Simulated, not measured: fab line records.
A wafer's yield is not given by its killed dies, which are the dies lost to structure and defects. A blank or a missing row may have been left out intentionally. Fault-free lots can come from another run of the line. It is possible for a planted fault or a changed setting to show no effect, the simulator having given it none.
One fault seen from 2 desks / flow n5_finfet / each desk holds nothing but its own numbers, with what lay behind them at the end

== AT THE METROLOGY DESK ==
Lot by lot, what the gauges showed, no matter which tool ran the lot: averages of those sampled wafers that carry a number. Marked OUT: a lot whose mean sits more than 4 standard deviations from the usual mean, which makes it out of limits; the brackets give that distance. Readings shown: 7 of its 11, picked as those furthest out on some lot.
Columns: A = IOFF_N at N5_BEOL_M4_RC_MEAS_101, usual 0.152 nA/um; B = IOFF_P at N5_BEOL_M4_RC_MEAS_101, usual 0.204 nA/um; C = ION_N at N5_BEOL_M4_RC_MEAS_101, usual 673 uA/um; D = ION_P at N5_BEOL_M4_RC_MEAS_101, usual 462 uA/um; E = SS_N at N5_BEOL_M4_RC_MEAS_101, usual 71.4 mV/dec; F = SS_P at N5_BEOL_M4_RC_MEAS_101, usual 73.2 mV/dec; G = VT_N at N5_BEOL_M4_RC_MEAS_101, usual 250.3 mV
lot=L425; first seen here=day 4 19:53; A=0.123; B=0.171; C=663; D=457; E=70.4; F=72.5; G=253.1
lot=L426; first seen here=day 5 04:20; A=0.184; B=0.218; C=680; D=461; E=71.1; F=73.5; G=247.0
lot=L430; first seen here=day 5 23:58; A=0.127; B=0.180; C=666; D=462; E=70.7; F=72.9; G=251.9
lot=L431; first seen here=day 6 03:17; A=0.151; B=0.215; C=660; D=453; E=71.8; F=73.0; G=251.8
lot=L432; first seen here=day 6 15:06; A=0.148; B=0.203; C=682; D=464; E=71.2; F=73.1; G=251.8
lot=L445; first seen here=day 9 16:17; A=0.166; B=0.193; C=679; D=463; E=71.5; F=73.2; G=248.4
lot=L447; first seen here=day 10 01:06; A=0.156; B=0.218; C=661; D=459; E=71.5; F=73.8; G=252.2
This desk's verdict: no lot among the 7 shows anything out of limits.

== THE TOOL OWNER'S DESK: ald_metal-04 ==
The tool's own readings at N5_MOL_CONTACT_COAG_ALD_20 (deposits TiN, target thk 1.5 nm, pulse time 1 s, purge time 3 s): means of the sampled wafers that have a number, for each lot that ran on this tool. Marked OUT: a lot whose mean sits more than 4 standard deviations from the usual mean, which makes it out of limits; the brackets give that distance.
Columns: A = heater_power_outer_w at N5_MOL_CONTACT_COAG_ALD_20, usual 556 W; B = heater_power_w at N5_MOL_CONTACT_COAG_ALD_20, usual 917 W; C = precursor_pulse_height_rel at N5_MOL_CONTACT_COAG_ALD_20, usual 1.003
lot=L426; first seen here=day 5 05:04; A=566; B=939; C=1.004
lot=L430; first seen here=day 6 01:29; A=565; B=960; C=1.020
lot=L431; first seen here=day 6 03:52; A=552; B=949; C=0.994
lot=L432; first seen here=day 6 18:22; A=566; B=944; C=1.023
lot=L445; first seen here=day 9 16:56; A=560; B=927; C=1.011
lot=L447; first seen here=day 10 02:14; A=563; B=944; C=1.006
This desk's verdict: no lot among the 6 shows anything out of limits.

== ALL TOGETHER ==
The metrology desk saw nothing out of limits.
Nothing out of limits was seen by the tool owner's desk.

== WHAT HAD BEEN PUT IN BY THE SIMULATOR ==
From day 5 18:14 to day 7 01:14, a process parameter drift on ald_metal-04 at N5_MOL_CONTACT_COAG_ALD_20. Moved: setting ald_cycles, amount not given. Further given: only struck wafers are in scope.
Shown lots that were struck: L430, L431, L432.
